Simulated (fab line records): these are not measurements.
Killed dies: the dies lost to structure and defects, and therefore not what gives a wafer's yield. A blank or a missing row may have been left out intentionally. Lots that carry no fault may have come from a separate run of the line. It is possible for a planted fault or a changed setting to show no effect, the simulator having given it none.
Which tool is to blame? || flow n5-finfet || 29 wafers from 10 lots sampled at 6 of the route's 1938 steps

WHAT THE GAUGES READ, wafer by wafer
N5_BEOL_M2_CD_MEAS_18: pitch 36 nm, target cd 18 nm. Usual: cd-nm 17.9 nm, standard deviation 0.34.
{"lot": "L193", "measured": "day 7 08:56", "on": "cd-sem-03", "cd-nm (nm)": "18.0 17.7 18.4", "flag": ""}
{"lot": "L196", "measured": "day 8 09:16", "on": "cd-sem-02", "cd-nm (nm)": "17.9 17.9 18.0", "flag": ""}
{"lot": "L197", "measured": "day 8 12:02", "on": "cd-sem-02", "cd-nm (nm)": "17.9 17.7 18.1", "flag": ""}
{"lot": "L200", "measured": "day 9 09:35", "on": "cd-sem-02", "cd-nm (nm)": "18.0 17.4 18.3", "flag": ""}
{"lot": "L203", "measured": "day 10 14:24", "on": "cd-sem-01", "cd-nm (nm)": "17.9 17.8 17.5", "flag": ""}
{"lot": "L202", "measured": "day 10 19:10", "on": "cd-sem-01", "cd-nm (nm)": "17.7 17.5 17.7", "flag": ""}
{"lot": "L205", "measured": "day 10 21:52", "on": "cd-sem-02", "cd-nm (nm)": "17.6 18.2 18.1", "flag": ""}
{"lot": "L204", "measured": "day 11 00:25", "on": "cd-sem-01", "cd-nm (nm)": "17.9 18.3 17.7", "flag": ""}
{"lot": "L207", "measured": "day 12 02:19", "on": "cd-sem-03", "cd-nm (nm)": "17.3 18.1", "flag": ""}
{"lot": "L211", "measured": "day 12 05:16", "on": "cd-sem-03", "cd-nm (nm)": "18.1 18.4 17.5", "flag": ""}

N5_BEOL_M2_CD_MEAS_28: target cd 26.2 nm, target cd y 24.1 nm. Usual: cd-nm 26.12 nm, standard deviation 0.23.
{"lot": "L193", "measured": "day 7 09:22", "on": "cd-sem-03", "cd-nm (nm)": "26.09 26.10 26.35", "flag": ""}
{"lot": "L196", "measured": "day 8 09:35", "on": "cd-sem-03", "cd-nm (nm)": "26.08 25.59 26.16", "flag": ""}
{"lot": "L197", "measured": "day 8 12:23", "on": "cd-sem-01", "cd-nm (nm)": "25.91 25.92 25.99", "flag": ""}
{"lot": "L200", "measured": "day 9 09:55", "on": "cd-sem-03", "cd-nm (nm)": "23.79 23.76 23.67", "flag": "OFF"}
{"lot": "L203", "measured": "day 10 14:43", "on": "cd-sem-03", "cd-nm (nm)": "24.21 24.47 24.17", "flag": "OFF"}
{"lot": "L202", "measured": "day 10 19:29", "on": "cd-sem-03", "cd-nm (nm)": "24.27 24.61 25.00", "flag": "OFF"}
{"lot": "L205", "measured": "day 10 22:11", "on": "cd-sem-02", "cd-nm (nm)": "24.42 24.55 24.88", "flag": "OFF"}
{"lot": "L204", "measured": "day 11 00:52", "on": "cd-sem-02", "cd-nm (nm)": "26.38 26.36 26.34", "flag": ""}
{"lot": "L207", "measured": "day 12 02:38", "on": "cd-sem-01", "cd-nm (nm)": "25.97 25.82", "flag": ""}
{"lot": "L211", "measured": "day 12 05:43", "on": "cd-sem-01", "cd-nm (nm)": "26.12 26.02 26.00", "flag": ""}

N5_BEOL_M4_RC_MEAS_101. Usual: DIBL_N 37.2 mV/V, standard deviation 2.1; DIBL_P 37.3 mV/V, standard deviation 2.3; IOFF_N 0.18 nA/um, standard deviation 0.041; IOFF_P 0.24 nA/um, standard deviation 0.042; ION_N 680 uA/um, standard deviation 13; ION_P 466 uA/um, standard deviation 7.7; SS_N 71.8 mV/dec, standard deviation 0.68; SS_P 73.5 mV/dec, standard deviation 0.66; VT_N 249 mV, standard deviation 3.6; VT_P -248 mV, standard deviation 3.4.
{"lot": "L193", "measured": "day 9 01:14", "on": "prober-01", "DIBL_N (mV/V)": "39.2 38.1 39.9", "DIBL_P (mV/V)": "39.5 37.7 41.7", "IOFF_N (nA/um)": "0.23 0.19 0.27", "IOFF_P (nA/um)": "0.27 0.23 0.32", "ION_N (uA/um)": "705 689 712", "ION_P (uA/um)": "473 468 482", "SS_N (mV/dec)": "71.8 72.9 72.1", "SS_P (mV/dec)": "74.0 73.8 74.1", "VT_N (mV)": "243 248 242", "VT_P (mV)": "-247 -252 -243", "flag": ""}
{"lot": "L196", "measured": "day 9 18:03", "on": "prober-02", "DIBL_N (mV/V)": "34.4 35.4 35.9", "DIBL_P (mV/V)": "33.7 35.4 35.8", "IOFF_N (nA/um)": "0.13 0.14 0.15", "IOFF_P (nA/um)": "0.19 0.21 0.22", "ION_N (uA/um)": "676 668 673", "ION_P (uA/um)": "468 460 464", "SS_N (mV/dec)": "71.2 71.7 71.1", "SS_P (mV/dec)": "73.0 72.4 73.9", "VT_N (mV)": "254 252 248", "VT_P (mV)": "-252 -248 -246", "flag": ""}
{"lot": "L197", "measured": "day 9 18:40", "on": "prober-01", "DIBL_N (mV/V)": "35.8 37.4 35.7", "DIBL_P (mV/V)": "37.3 38.3 36.9", "IOFF_N (nA/um)": "0.16 0.17 0.15", "IOFF_P (nA/um)": "0.21 0.22 0.19", "ION_N (uA/um)": "681 670 680", "ION_P (uA/um)": "466 460 468", "SS_N (mV/dec)": "70.9 71.6 71.0", "SS_P (mV/dec)": "72.9 73.8 73.2", "VT_N (mV)": "252 250 251", "VT_P (mV)": "-251 -252 -253", "flag": ""}
{"lot": "L202", "measured": "day 11 22:16", "on": "prober-01", "DIBL_N (mV/V)": "42.6 39.3 40.7", "DIBL_P (mV/V)": "43.0 38.8 41.2", "IOFF_N (nA/um)": "0.30 0.20 0.24", "IOFF_P (nA/um)": "0.35 0.26 0.31", "ION_N (uA/um)": "715 678 700", "ION_P (uA/um)": "480 464 470", "SS_N (mV/dec)": "72.6 72.6 72.9", "SS_P (mV/dec)": "74.8 73.9 74.8", "VT_N (mV)": "241 249 244", "VT_P (mV)": "-246 -251 -248", "flag": ""}
{"lot": "L205", "measured": "day 11 21:05", "on": "prober-02", "DIBL_N (mV/V)": "38.8 36.3 38.8", "DIBL_P (mV/V)": "39.7 36.9 39.1", "IOFF_N (nA/um)": "0.18 0.14 0.19", "IOFF_P (nA/um)": "0.22 0.18 0.21", "ION_N (uA/um)": "674 662 680", "ION_P (uA/um)": "452 447 457", "SS_N (mV/dec)": "71.9 71.5 72.1", "SS_P (mV/dec)": "74.1 73.4 73.1", "VT_N (mV)": "250 252 248", "VT_P (mV)": "-254 -256 -252", "flag": ""}
{"lot": "L204", "measured": "day 12 04:55", "on": "prober-01", "DIBL_N (mV/V)": "37.5 39.4 38.5", "DIBL_P (mV/V)": "36.8 39.0 37.9", "IOFF_N (nA/um)": "0.17 0.21 0.18", "IOFF_P (nA/um)": "0.22 0.24 0.23", "ION_N (uA/um)": "677 681 678", "ION_P (uA/um)": "468 469 466", "SS_N (mV/dec)": "71.5 72.1 72.5", "SS_P (mV/dec)": "73.2 74.9 73.8", "VT_N (mV)": "249 248 247", "VT_P (mV)": "-246 -247 -247", "flag": ""}
{"lot": "L207", "measured": "day 13 17:26", "on": "prober-01", "DIBL_N (mV/V)": "39.4 39.5", "DIBL_P (mV/V)": "40.3 40.7", "IOFF_N (nA/um)": "0.22 0.21", "IOFF_P (nA/um)": "0.30 0.31", "ION_N (uA/um)": "684 675", "ION_P (uA/um)": "479 470", "SS_N (mV/dec)": "73.5 72.4", "SS_P (mV/dec)": "74.3 74.2", "VT_N (mV)": "247 250", "VT_P (mV)": "-246 -244", "flag": ""}
{"lot": "L211", "measured": "day 14 21:18", "on": "prober-02", "DIBL_N (mV/V)": "35.5 36.6 38.1", "DIBL_P (mV/V)": "36.1 37.3 39.4", "IOFF_N (nA/um)": "0.15 0.17 0.23", "IOFF_P (nA/um)": "0.19 0.22 0.26", "ION_N (uA/um)": "678 667 704", "ION_P (uA/um)": "459 457 473", "SS_N (mV/dec)": "71.7 71.9 72.0", "SS_P (mV/dec)": "73.9 74.1 74.4", "VT_N (mV)": "251 248 242", "VT_P (mV)": "-252 -249 -248", "flag": ""}

EACH LOT AND THE TOOL THAT RAN IT (in order: tool; ch and the chambers of the sampled wafers; start)
{"lot": "L193", "N5_BEOL_M2_STRIP_19": "rie-diel-04 ch 2,3, day 7 08:52", "N5_BEOL_M2_EXPOSE_25": "euv-scanner-02 ch 0, day 7 09:14", "N5_BEOL_M2_ETCH_77": "rie-diel-04 ch 0,3, day 7 09:32"}
{"lot": "L196", "N5_BEOL_M2_STRIP_19": "rie-diel-05 ch 1,2,3, day 8 09:11", "N5_BEOL_M2_EXPOSE_25": "euv-scanner-02 ch 0, day 8 09:27", "N5_BEOL_M2_ETCH_77": "rie-diel-04 ch 1,2,3, day 8 09:44"}
{"lot": "L197", "N5_BEOL_M2_STRIP_19": "rie-diel-05 ch 2,3, day 8 11:58", "N5_BEOL_M2_EXPOSE_25": "euv-scanner-02 ch 0, day 8 12:14", "N5_BEOL_M2_ETCH_77": "rie-diel-05 ch 0,3, day 8 12:32"}
{"lot": "L200", "N5_BEOL_M2_STRIP_19": "rie-diel-06 ch 0,2, day 9 09:31", "N5_BEOL_M2_EXPOSE_25": "euv-scanner-02 ch 0, day 9 09:46", "N5_BEOL_M2_ETCH_77": "rie-diel-06 ch 0,2,3, day 9 10:04"}
{"lot": "L203", "N5_BEOL_M2_STRIP_19": "rie-diel-04 ch 0,1,3, day 10 14:20", "N5_BEOL_M2_EXPOSE_25": "euv-scanner-02 ch 0, day 10 14:34", "N5_BEOL_M2_ETCH_77": "rie-diel-04 ch 0,1,3, day 10 14:53"}
{"lot": "L202", "N5_BEOL_M2_STRIP_19": "rie-diel-04 ch 0,1,3, day 10 19:05", "N5_BEOL_M2_EXPOSE_25": "euv-scanner-02 ch 0, day 10 19:22", "N5_BEOL_M2_ETCH_77": "rie-diel-04 ch 0,1, day 10 19:38"}
{"lot": "L205", "N5_BEOL_M2_STRIP_19": "rie-diel-05 ch 1,2,3, day 10 21:48", "N5_BEOL_M2_EXPOSE_25": "euv-scanner-02 ch 0, day 10 22:02", "N5_BEOL_M2_ETCH_77": "rie-diel-04 ch 1,2,3, day 10 22:21"}
{"lot": "L204", "N5_BEOL_M2_STRIP_19": "rie-diel-04 ch 1,2, day 11 00:21", "N5_BEOL_M2_EXPOSE_25": "euv-scanner-01 ch 0, day 11 00:43", "N5_BEOL_M2_ETCH_77": "rie-diel-05 ch 0,1,2, day 11 01:02"}
{"lot": "L207", "N5_BEOL_M2_STRIP_19": "rie-diel-06 ch 2,3, day 12 02:15", "N5_BEOL_M2_EXPOSE_25": "euv-scanner-01 ch 0, day 12 02:30", "N5_BEOL_M2_ETCH_77": "rie-diel-05 ch 1,2, day 12 02:48"}
{"lot": "L211", "N5_BEOL_M2_STRIP_19": "rie-diel-06 ch 1,2,3, day 12 05:11", "N5_BEOL_M2_EXPOSE_25": "euv-scanner-01 ch 0, day 12 05:34", "N5_BEOL_M2_ETCH_77": "rie-diel-04 ch 0,1,3, day 12 05:52"}
- N5_BEOL_M2_STRIP_19: strips in O2.
- N5_BEOL_M2_EXPOSE_25: exposes mask V1, defocus 5 nm.
- N5_BEOL_M2_ETCH_77: etches underlayer in N2/H2, target depth 6.5 nm, time 5.2 s.

AS READ BY THE TOOLS THEMSELVES (means over the sampled wafers that have a number; for cases with no such wafer, the mark the record gives instead)
N5_BEOL_M2_STRIP_19. Usual: drypump-motor-current-A 5.6 A, standard deviation 0.48; oes-product-au 0.79 a.u., standard deviation 0.085; rf-vpp-V 3.6 V, standard deviation 0.43; showerhead-plenum-p-Torr 2.12 Torr, standard deviation 0.078; throttle-valve-pct 16.65 %, standard deviation 0.25.
{"lot": "L193", "tool": "rie-diel-04", "drypump-motor-current-A (A)": 5.8, "oes-product-au (a.u.)": 0.79, "rf-vpp-V (V)": 3.8, "showerhead-plenum-p-Torr (Torr)": 2.05, "throttle-valve-pct (%)": 16.79, "flag": ""}
{"lot": "L196", "tool": "rie-diel-05", "drypump-motor-current-A (A)": 5.3, "oes-product-au (a.u.)": 0.77, "rf-vpp-V (V)": 3.9, "showerhead-plenum-p-Torr (Torr)": 2.18, "throttle-valve-pct (%)": 16.81, "flag": ""}
{"lot": "L197", "tool": "rie-diel-05", "drypump-motor-current-A (A)": 5.4, "oes-product-au (a.u.)": 0.77, "rf-vpp-V (V)": 3.9, "showerhead-plenum-p-Torr (Torr)": 2.18, "throttle-valve-pct (%)": 16.78, "flag": ""}
{"lot": "L200", "tool": "rie-diel-06", "drypump-motor-current-A (A)": 5.3, "oes-product-au (a.u.)": 0.75, "rf-vpp-V (V)": 3.5, "showerhead-plenum-p-Torr (Torr)": 2.13, "throttle-valve-pct (%)": 16.54, "flag": ""}
{"lot": "L203", "tool": "rie-diel-04", "drypump-motor-current-A (A)": 5.5, "oes-product-au (a.u.)": 0.76, "rf-vpp-V (V)": 3.5, "showerhead-plenum-p-Torr (Torr)": 2.09, "throttle-valve-pct (%)": 16.59, "flag": ""}
{"lot": "L202", "tool": "rie-diel-04", "drypump-motor-current-A (A)": 5.5, "oes-product-au (a.u.)": 0.75, "rf-vpp-V (V)": 3.7, "showerhead-plenum-p-Torr (Torr)": 2.09, "throttle-valve-pct (%)": 16.58, "flag": ""}
{"lot": "L205", "tool": "rie-diel-05", "drypump-motor-current-A (A)": 5.3, "oes-product-au (a.u.)": 0.83, "rf-vpp-V (V)": 3.2, "showerhead-plenum-p-Torr (Torr)": 2.18, "throttle-valve-pct (%)": 16.69, "flag": ""}
{"lot": "L204", "tool": "rie-diel-04", "drypump-motor-current-A (A)": 5.8, "oes-product-au (a.u.)": 0.75, "rf-vpp-V (V)": 3.5, "showerhead-plenum-p-Torr (Torr)": 2.13, "throttle-valve-pct (%)": 16.68, "flag": ""}
{"lot": "L207", "tool": "rie-diel-06", "drypump-motor-current-A (A)": 5.5, "oes-product-au (a.u.)": 0.86, "rf-vpp-V (V)": 3.5, "showerhead-plenum-p-Torr (Torr)": 2.14, "throttle-valve-pct (%)": 16.53, "flag": ""}
{"lot": "L211", "tool": "rie-diel-06", "drypump-motor-current-A (A)": 5.6, "oes-product-au (a.u.)": 0.81, "rf-vpp-V (V)": 3.8, "showerhead-plenum-p-Torr (Torr)": 2.10, "throttle-valve-pct (%)": 16.62, "flag": ""}

N5_BEOL_M2_EXPOSE_25. Usual: exposure-dose-mJ-cm2 62.81, standard deviation 0.084.
{"lot": "L193", "tool": "euv-scanner-02", "exposure-dose-mJ-cm2": 62.81, "flag": ""}
{"lot": "L196", "tool": "euv-scanner-02", "exposure-dose-mJ-cm2": 62.76, "flag": ""}
{"lot": "L197", "tool": "euv-scanner-02", "exposure-dose-mJ-cm2": 62.81, "flag": ""}
{"lot": "L200", "tool": "euv-scanner-02", "exposure-dose-mJ-cm2": 55.10, "flag": "OFF"}
{"lot": "L203", "tool": "euv-scanner-02", "exposure-dose-mJ-cm2": 56.60, "flag": "OFF"}
{"lot": "L202", "tool": "euv-scanner-02", "exposure-dose-mJ-cm2": 57.82, "flag": "OFF"}
{"lot": "L205", "tool": "euv-scanner-02", "exposure-dose-mJ-cm2": 58.89, "flag": "OFF"}
{"lot": "L204", "tool": "euv-scanner-01", "exposure-dose-mJ-cm2": 62.94, "flag": ""}
{"lot": "L207", "tool": "euv-scanner-01", "exposure-dose-mJ-cm2": 62.89, "flag": ""}
{"lot": "L211", "tool": "euv-scanner-01", "exposure-dose-mJ-cm2": 62.76, "flag": ""}

N5_BEOL_M2_ETCH_77. Usual: bias-w 150.0 W (standard deviation 0.48); drypump-motor-current-A 5.6 A (standard deviation 0.47); etch-rf-on-time-s 5.14 s (standard deviation 0.1); oes-product-au 0.68 a.u. (standard deviation 0.073); rf-vpp-V 525 V (standard deviation 3.1); showerhead-plenum-p-Torr 2.57 Torr (standard deviation 0.098); throttle-valve-pct 17.80 % (standard deviation 0.22).
{"lot": "L193", "tool": "rie-diel-04", "bias-w (W)": 149.9, "drypump-motor-current-A (A)": 5.1, "etch-rf-on-time-s (s)": 5.16, "oes-product-au (a.u.)": 0.70, "rf-vpp-V (V)": 522, "showerhead-plenum-p-Torr (Torr)": 2.52, "throttle-valve-pct (%)": 17.71, "flag": ""}
{"lot": "L196", "tool": "rie-diel-04", "bias-w (W)": 150.2, "drypump-motor-current-A (A)": 5.8, "etch-rf-on-time-s (s)": 4.98, "oes-product-au (a.u.)": 0.68, "rf-vpp-V (V)": 525, "showerhead-plenum-p-Torr (Torr)": 2.55, "throttle-valve-pct (%)": 17.87, "flag": ""}
{"lot": "L197", "tool": "rie-diel-05", "bias-w (W)": 149.8, "drypump-motor-current-A (A)": 6.1, "etch-rf-on-time-s (s)": 5.24, "oes-product-au (a.u.)": 0.61, "rf-vpp-V (V)": 523, "showerhead-plenum-p-Torr (Torr)": 2.49, "throttle-valve-pct (%)": 17.86, "flag": ""}
{"lot": "L200", "tool": "rie-diel-06", "bias-w (W)": 150.0, "drypump-motor-current-A (A)": 5.6, "etch-rf-on-time-s (s)": 5.19, "oes-product-au (a.u.)": 0.67, "rf-vpp-V (V)": 527, "showerhead-plenum-p-Torr (Torr)": 2.63, "throttle-valve-pct (%)": 17.83, "flag": ""}
{"lot": "L203", "tool": "rie-diel-04", "bias-w (W)": 150.3, "drypump-motor-current-A (A)": 5.5, "etch-rf-on-time-s (s)": 5.11, "oes-product-au (a.u.)": 0.65, "rf-vpp-V (V)": 526, "showerhead-plenum-p-Torr (Torr)": 2.53, "throttle-valve-pct (%)": 17.76, "flag": ""}
{"lot": "L202", "tool": "rie-diel-04", "bias-w (W)": 150.0, "drypump-motor-current-A (A)": 5.5, "etch-rf-on-time-s (s)": 5.09, "oes-product-au (a.u.)": 0.64, "rf-vpp-V (V)": 526, "showerhead-plenum-p-Torr (Torr)": 2.60, "throttle-valve-pct (%)": 17.69, "flag": ""}
{"lot": "L205", "tool": "rie-diel-04", "bias-w (W)": 150.3, "drypump-motor-current-A (A)": 5.8, "etch-rf-on-time-s (s)": 5.02, "oes-product-au (a.u.)": 0.65, "rf-vpp-V (V)": 524, "showerhead-plenum-p-Torr (Torr)": 2.54, "throttle-valve-pct (%)": 17.91, "flag": ""}
{"lot": "L204", "tool": "rie-diel-05", "bias-w (W)": 150.1, "drypump-motor-current-A (A)": 5.6, "etch-rf-on-time-s (s)": 5.13, "oes-product-au (a.u.)": 0.74, "rf-vpp-V (V)": 525, "showerhead-plenum-p-Torr (Torr)": 2.57, "throttle-valve-pct (%)": 17.60, "flag": ""}
{"lot": "L207", "tool": "rie-diel-05", "bias-w (W)": 150.4, "drypump-motor-current-A (A)": 5.2, "etch-rf-on-time-s (s)": 5.11, "oes-product-au (a.u.)": 0.77, "rf-vpp-V (V)": 526, "showerhead-plenum-p-Torr (Torr)": 2.63, "throttle-valve-pct (%)": 17.50, "flag": ""}
{"lot": "L211", "tool": "rie-diel-04", "bias-w (W)": 150.1, "drypump-motor-current-A (A)": 5.5, "etch-rf-on-time-s (s)": 5.11, "oes-product-au (a.u.)": 0.64, "rf-vpp-V (V)": 523, "showerhead-plenum-p-Torr (Torr)": 2.52, "throttle-valve-pct (%)": 17.78, "flag": ""}

THE ANSWER, worked out from the rows above alone
Rule: a lot counts as off when the mean over its wafers that have a number is more than 3 standard deviations away from the usual mean. A lot without any number at a reading at which 4 lots or more have one is off too. Any other lot the step has rows for is counted as sound. After the gauges, taken in route order, come the tools' own readings; for these a lot's mean is taken, as printed above. At the first step where some lot is off, the reading lying furthest off is the one used; lots without a number count as furthest.
Off at N5_BEOL_M2_CD_MEAS_28 (cd-nm): L200, L203, L202, L205.
If a tool, at a process step before that reading, ran all the lots that are off and no sound lot after the first of them, it fits. Not tried: the gauges at N5_BEOL_M2_CD_MEAS_28; whatever is off there is also off at N5_BEOL_M2_EXPOSE_25, on other tools, and gauge error can't account for it. One fits: N5_BEOL_M2_EXPOSE_25 on euv-scanner-02. A fault onset in the window from L197 (day 8 12:14, its last sound lot) to L200 (day 9 09:46, its first lot off) fits.
On the lots that are off, the tool's own readings at N5_BEOL_M2_EXPOSE_25 differ by more than 5 times the standard deviation of the sound lots' means, which bears it out; exposure-dose-mJ-cm2 reads 57.10 there versus 62.83 on the sound lots.

WHAT THE SIMULATOR HAD PUT IN
Process parameter drift: euv-scanner-02, from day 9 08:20 on, at N5_BEOL_M2_EXPOSE_25. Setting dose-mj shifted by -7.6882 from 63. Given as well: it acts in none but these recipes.
Struck lots among those shown: L200, L203, L202, L205. Same finding as the rule above.
